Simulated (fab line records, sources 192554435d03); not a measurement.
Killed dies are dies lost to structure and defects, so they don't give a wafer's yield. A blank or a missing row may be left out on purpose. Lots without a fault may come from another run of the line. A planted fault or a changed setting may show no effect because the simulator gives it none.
Which tool did it? | flow n5_finfet | 12 lots, 36 wafers sampled, at 2 steps of a route of 1938

WHAT THE GAUGES READ, wafer by wafer
N5_BEOL_M1_OCD_MEAS_38.
lot  | measured     | on     | trench_depth_nm (nm)
L075 | day 6 18:25  | ocd-02 | 54.8 55.2 55.0
L077 | day 7 10:04  | ocd-01 | 55.0 53.3 54.8
L079 | day 7 16:40  | ocd-01 | 54.0 55.6 54.6
L080 | day 8 00:25  | ocd-01 | 54.1 55.5 55.6
L083 | day 8 14:16  | ocd-02 | 55.5 55.7 54.9
L085 | day 9 09:48  | ocd-02 | 54.0 55.5 56.4
L088 | day 9 18:26  | ocd-01 | 54.8 55.7 55.5
L089 | day 10 09:59 | ocd-01 | 54.6 55.7 55.1
L092 | day 10 12:47 | ocd-01 | 55.2 53.2 54.7
L093 | day 11 00:17 | ocd-01 | 55.4 53.6 55.4
L095 | day 11 13:35 | ocd-01 | 55.0 56.0 55.5
L097 | day 12 01:31 | ocd-01 | 52.9 55.9 55.6

WHICH TOOL RAN EACH LOT (tool, then ch and the chambers of the sampled wafers, then the start)
lot  | N5_BEOL_M1_TRENCH_ETCH_37
L075 | rie_diel-02 ch 0,1, day 6 18:25 or earlier
L077 | rie_diel-02 ch 0,2, day 7 10:04 or earlier
L079 | rie_diel-02 ch 0,1,2, day 7 16:40 or earlier
L080 | rie_diel-03 ch 0,1,3, day 8 00:25 or earlier
L083 | rie_diel-04 ch 1,3, day 8 14:16 or earlier
L085 | rie_diel-02 ch 0,1,3, day 9 09:48 or earlier
L088 | rie_diel-04 ch 0,2,3, day 9 18:26 or earlier
L089 | rie_diel-04 ch 0,1,2, day 10 09:59 or earlier
L092 | rie_diel-03 ch 1,3, day 10 12:47 or earlier
L093 | rie_diel-02 ch 0,1,3, day 11 00:17 or earlier
L095 | rie_diel-04 ch 0,1,3, day 11 13:35 or earlier
L097 | rie_diel-02 ch 1,3, day 12 01:31 or earlier
- N5_BEOL_M1_TRENCH_ETCH_37: etches SiOC in C4F6/O2, target depth 55.207 nm, time 29 s.

THE ANSWER, worked out from the rows above alone
Rule: what is usual is taken from the lots themselves. Put in order of their means at a reading, lots are off if they are a third of the lots or fewer, leave a main group of 4 or more, and stand apart from it by a gap of 3 or more times the standard deviation of the main group's means; of several such gaps the widest counts. A main group whose means are all the same, to the digits that the tables above print for the reading, isn't used. A lot without any number at a reading at which 4 lots or more have one is off too. The other lots that the step has rows for count as sound.
No lot is off at any reading shown: from this, nothing can be told.

WHAT THE SIMULATOR HAD PUT IN
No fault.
